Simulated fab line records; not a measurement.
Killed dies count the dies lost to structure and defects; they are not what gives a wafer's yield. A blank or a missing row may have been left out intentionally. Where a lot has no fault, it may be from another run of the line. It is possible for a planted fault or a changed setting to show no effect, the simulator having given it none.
Matching of chambers / flow nandHarc / cmp-03 running NHARC_A_STAIRCASE_CMP_450: 4 sister chambers
The step polishes SiO2, target thk 200 nm. 4 wafers are shown with their chamber, then 9 later ones without.

== WAFERS, EACH WITH ITS CHAMBER ==
wafer=L087.1; chamber=2; motorCurrentA (A)=14.3
wafer=L088.1; chamber=1; motorCurrentA (A)=12.3
wafer=L088.3; chamber=3; motorCurrentA (A)=12.5
wafer=L088.5; chamber=0; motorCurrentA (A)=12.9

== WAFERS WITH NO CHAMBER GIVEN ==
wafer=L091.1; motorCurrentA (A)=12.4
wafer=L091.3; motorCurrentA (A)=11.9
wafer=L091.4; motorCurrentA (A)=14.4
wafer=L094.3; motorCurrentA (A)=12.4
wafer=L094.4; motorCurrentA (A)=12.6
wafer=L094.6; motorCurrentA (A)=13.4
wafer=L096.2; motorCurrentA (A)=14.5
wafer=L096.4; motorCurrentA (A)=12.5
wafer=L096.5; motorCurrentA (A)=12.8

== WHICH CHAMBER EACH ONE RAN IN ==
wafer=L091.1; from the rows above=can't be placed: 1 or 3 or 0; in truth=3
wafer=L091.3; from the rows above=can't be placed: 1 or 3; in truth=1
wafer=L091.4; from the rows above=2; in truth=2
wafer=L094.3; from the rows above=can't be placed: 1 or 3 or 0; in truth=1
wafer=L094.4; from the rows above=can't be placed: 3 or 1 or 0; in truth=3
wafer=L094.6; from the rows above=can't be placed: 0 or 2 or 3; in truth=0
wafer=L096.2; from the rows above=2; in truth=2
wafer=L096.4; from the rows above=can't be placed: 3 or 1 or 0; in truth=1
wafer=L096.5; from the rows above=can't be placed: 0 or 3 or 1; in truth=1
Correctly placed: 2 of 9. These rows do not allow placing 7 (true chamber among the candidates in 7). Number placed wrongly: 0.
How it was worked out, from the rows above alone: a wafer's distance from a chamber is the root of the sum, over the readings, of the square of ((its reading less the chamber's mean) divided by the reading's scatter). If the next closest chamber is less than 2 further off than the closest, the wafer can't be placed; otherwise it belongs to the closest. A chamber's mean is the mean of its shown wafers. The scatter: with one shown wafer a chamber, the root of the mean of the squares of how far each hidden wafer lies from its nearest shown one.
